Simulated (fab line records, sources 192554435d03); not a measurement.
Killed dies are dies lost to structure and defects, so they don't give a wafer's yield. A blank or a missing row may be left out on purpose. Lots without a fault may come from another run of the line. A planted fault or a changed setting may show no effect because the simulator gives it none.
A struck lot beside a sound one | flow n5_finfet | 39 steps out of a route of 1938
Sound: wafers L903.1, L903.2, L903.3. Struck: wafer L911.1. (L911.3, L911.4 of the same lot were not struck and are left out.) The cause comes at the end.
At each step with rows: each side's tool, then ch and its chambers, then its first start. Under that, the readings that differ: sound wafers | struck wafers | difference of the means | sigmas: that difference in standard deviations of wafers without a fault.
alike: readings whose means differ by less than 2 such deviations, and words and numbers that are the same on both sides. not compared: withheld readings, readings that some wafer has no value for, bounds like >300 that may hide the same value, and numbers for which the record gives no deviation and whose values overlap.
The two part at a step that has a row with sigmas, a row that says differs or no value, or rows on one side only. Numbers that don't overlap but have no deviation are shown without sigmas and don't part them. A reading that every wafer of one side lacks parts them only if that side has two wafers or more.

first, 9 steps without rows for these wafers: N5_BEOL_M5_DESCUM_33 (chemistry O2, time 7 s); N5_BEOL_M5_ETCH_75 (etches underlayer in N2/H2, target depth 6.5 nm, time 5.2 s); N5_BEOL_M5_ETCH_67 (etches SiARC in CF4, target depth 15.6 nm, time 26 s); N5_BEOL_M5_ETCH_68 (etches SOC in N2/H2, target depth 80 nm, overetch 16 nm, time 120 s); N5_BEOL_M5_STRIP_69 (strips in N2/H2); N5_BEOL_M5_STRIP_76 (strips in N2/H2); N5_BEOL_M5_VIA_ETCH_34 (etches SiCOH lowk in C4F6/O2, target depth 88.3 nm, time 39.2 s); N5_BEOL_M5_STRIP_85 (strips in C4F6/O2); N5_BEOL_M5_STRIP_36 (strips in N2/H2).
N5_BEOL_M5_TRENCH_ETCH_37: etches SiCOH lowk in C4F6/O2, target depth 71.652 nm, time 24.7 s.
  sound on rie_diel-04 ch 0,2,3, day 11 17:41; struck on rie_diel-04 ch 2, day 13 17:01
  reading                             | sound             | struck | difference | sigmas
  bias_w (W)                          | 184.4 184.8 184.2 | 222.7  | +38.2      | +75
  rf_vpp_V (V)                        | 662 671 668       | 772    | +105       | +15
  model.BEOL_M5.feature_depth_nm (nm) | 70.8 69.8 72.2    | 75.6   | +4.7       |
  model.etch.depth_nm (nm)            | 70.7 69.86 72.24  | 75.51  | +4.58      |
  alike: O2_flow_sccm, drypump_motor_current_A, oes_product_au, showerhead_plenum_p_Torr, throttle_valve_pct
  not compared: rf_hours_counter_h
then, 2 steps without rows for these wafers: N5_BEOL_M5_ETCH_41 (etches SiCN in CH3F/O2, target depth 31.5 nm, time 56.7 s); N5_BEOL_M5_STRIP_91 (strips in N2/H2, time 10 s).
N5_BEOL_M5_OCD_MEAS_38:
  sound on ocd-02, day 11 17:50; struck on ocd-02, day 13 17:10
  reading              | sound          | struck | difference | sigmas
  trench_depth_nm (nm) | 71.1 69.9 72.2 | 75.8   | +4.7       | +4
then, 21 steps without rows for these wafers: N5_BEOL_M5_HM_STRIP_39 (strips TiN in peroxide tin strip, target depth 25 nm, time 158 s); N5_BEOL_M5_SRD_40 (time 30 s); N5_BEOL_M5_PRECLEAN_42 (cleans in residue remover, time 60 s); N5_BEOL_M5_SRD_43 (time 30 s); N5_BEOL_M5_CURE_80 (cures SiCOH lowk, time 120 s); N5_BEOL_M5_DEGAS_44 (time 60 s); N5_BEOL_M5_PRE_CLEAN_45 (time 30 s); N5_BEOL_M5_ALD_86 (deposits TaN, pulse time 2 s, purge time 3 s, co reactant purge time 2 s); N5_BEOL_M5_SURFACE_TREAT_87; N5_BEOL_M5_CVD_47 (deposits Co from CCTBA/H2, target thk 3 nm, time 216 s); N5_BEOL_M5_SPUTTER_48 (material Cu, target thk 15 nm, time 27.62 s); N5_BEOL_M5_ANNEAL_49 (time 1800 s); N5_BEOL_M5_SPUTTER_81 (material Cu, target thk 15 nm, time 27.62 s); N5_BEOL_M5_ANNEAL_82 (time 1800 s); N5_BEOL_M5_SPUTTER_83 (material Cu, target thk 15 nm, time 27.62 s); N5_BEOL_M5_ANNEAL_84 (time 1800 s); N5_BEOL_M5_SPUTTER_88 (material Cu, target thk 15 nm, time 27.62 s); N5_BEOL_M5_ANNEAL_89 (time 1800 s); N5_BEOL_M5_SPUTTER_90 (material Cu, target thk 4.5 nm, time 8.29 s); N5_BEOL_M5_ECD_50 (material Cu, target thk 300 nm); N5_BEOL_M5_ANNEAL_51 (time 90 s).
N5_BEOL_M5_CMP_52: polishes, stops on SiCOH lowk, t overpolish 6.9 s, target thk 62 nm.
  sound on cmp-01 ch 0,1,2, day 12 01:08; struck on cmp-03 ch 1, day 13 23:58
  reading                                | sound             | struck | difference | sigmas
  overpolish_run_s (s)                   | 6.921 6.914 6.892 | 6.889  | -0.020     | -2
  time_to_endpoint_s (s)                 | 58.4 58.0 61.0    | 64.1   | +5.0       | +2
  model.Cu_of_BEOL_M5_ECD_50.thk_nm (nm) | 61 58.8 61        | 65     | +5         |
  alike: barrier_field_endpoint_s, motor_current_A
N5_BEOL_M5_THK_MEAS_53: measures by xrf.
  sound on film_metro-02, day 12 01:25; struck on film_metro-01, day 14 00:16
  reading     | sound          | struck | difference | sigmas
  M5_THK (nm) | 59.0 57.1 59.5 | 64.5   | +6.0       | +4
then, 2 steps without rows for these wafers: N5_BEOL_M5_PRE_CLEAN_77 (time 15 s); N5_BEOL_M5_CO_CAP_78 (material Co, precursor CCTBA/H2, target thk 2 nm, time 102.1 s).
N5_BEOL_M5_RS_MEAS_57: measures by four-point-probe.
  sound on film_metro-01, day 12 01:41; struck on film_metro-01, day 14 00:35
  reading        | sound             | struck | difference | sigmas
  M5_RS (ohm/sq) | 0.395 0.412 0.394 | 0.366  | -0.034     | -3

WHERE THEY PART
First at N5_BEOL_M5_TRENCH_ETCH_37; last, within this record, at N5_BEOL_M5_RS_MEAS_57.

WHY: what the simulator had put in
Process parameter drift: rie_diel-04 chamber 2, from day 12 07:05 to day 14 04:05, at N5_BEOL_M5_TRENCH_ETCH_37. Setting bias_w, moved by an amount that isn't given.
